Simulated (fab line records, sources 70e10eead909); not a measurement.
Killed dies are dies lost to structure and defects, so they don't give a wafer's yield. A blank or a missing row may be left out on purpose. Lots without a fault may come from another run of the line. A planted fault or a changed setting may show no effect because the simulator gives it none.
Chamber matching | flow nand_harc | NHARC_A_STAIRCASE_ETCH_292 on rie_diel-02: 4 sister chambers
The step etches the open film in CF4/CHF3. 22 wafers are shown with their chamber, then 11 later ones without.

WAFERS WITH THEIR CHAMBER
wafer  | chamber | drypump_motor_current_A (A) | showerhead_plenum_p_Torr (Torr) | rf_vpp_V (V)
L075.1 | 0       | 5.8                         | 1.52                            | 368.6
L075.2 | 3       | 5.2                         | 1.55                            | 369.9
L075.3 | 2       | 5.3                         | 1.52                            | 368.3
L080.1 | 2       | 5.3                         | 1.52                            | 369.3
L080.4 | 3       | 5.2                         | 1.55                            | 369.0
L080.5 | 1       | 5.9                         | 1.47                            | 366.2
L081.1 | 1       | 5.9                         | 1.47                            | 368.1
L081.2 | 0       | 5.8                         | 1.51                            | 369.6
L081.4 | 3       | 5.2                         | 1.55                            | 369.3
L085.2 | 1       | 6.0                         | 1.47                            | 367.4
L085.3 | 0       | 5.8                         | 1.51                            | 368.2
L085.6 | 2       | 5.3                         | 1.52                            | 368.8
L087.1 | 3       | 5.2                         | 1.54                            | 370.7
L087.5 | 1       | 6.0                         | 1.47                            | 367.7
L087.6 | 0       | 5.8                         | 1.51                            | 368.7
L083.4 | 2       | 5.3                         | 1.52                            | 368.1
L083.5 | 0       | 5.8                         | 1.51                            | 369.1
L083.6 | 1       | 6.0                         | 1.47                            | 368.2
L089.1 | 1       | 6.0                         | 1.47                            | 367.5
L089.3 | 3       | 5.2                         | 1.54                            | 369.0
L089.4 | 2       | 5.3                         | 1.52                            | 367.0
L092.4 | 2       | 5.3                         | 1.52                            | 368.2

SIGNATURES (means of the wafers above)
reading                  | chamber 0 | chamber 1 | chamber 2 | chamber 3 | scatter within a chamber
drypump_motor_current_A  | 5.800     | 5.967     | 5.300     | 5.200     | 0.0272
showerhead_plenum_p_Torr | 1.5120    | 1.4700    | 1.5200    | 1.5460    | 0.00333
rf_vpp_V                 | 368.840   | 367.517   | 368.283   | 369.580   | 0.7
Rule: a wafer's distance from a chamber is the root of the sum, over the readings, of the square of ((its reading less the chamber's mean) divided by the reading's scatter). The wafer belongs to the nearest chamber; if the next one is less than 2 further off, it can't be placed. The scatter: the root of (the sum of the squares of (reading less its chamber's mean) over the shown wafers, divided by (wafers less chambers)).

WAFERS WITHOUT THEIR CHAMBER
wafer  | drypump_motor_current_A (A) | showerhead_plenum_p_Torr (Torr) | rf_vpp_V (V)
L092.5 | 5.9                         | 1.47                            | 367.4
L092.6 | 5.8                         | 1.51                            | 368.3
L093.1 | 6.0                         | 1.47                            | 365.8
L093.2 | 5.2                         | 1.54                            | 369.4
L093.3 | 5.3                         | 1.52                            | 369.5
L094.1 | 5.2                         | 1.54                            | 368.7
L094.2 | 5.3                         | 1.52                            | 369.9
L094.3 | 6.0                         | 1.47                            | 366.1
L097.1 | 5.2                         | 1.54                            | 369.8
L097.4 | 6.0                         | 1.46                            | 365.7
L097.5 | 5.2                         | 1.54                            | 368.4

WHICH CHAMBER EACH WENT THROUGH
wafer  | from the rows above | in truth
L092.5 | 1                   | 1
L092.6 | 0                   | 0
L093.1 | 1                   | 1
L093.2 | 3                   | 3
L093.3 | 2                   | 2
L094.1 | 3                   | 3
L094.2 | 2                   | 2
L094.3 | 1                   | 1
L097.1 | 3                   | 3
L097.4 | 1                   | 1
L097.5 | 3                   | 3
Placed correctly: 11 of 11. Can't be placed from these rows: 0. Placed wrongly: 0.
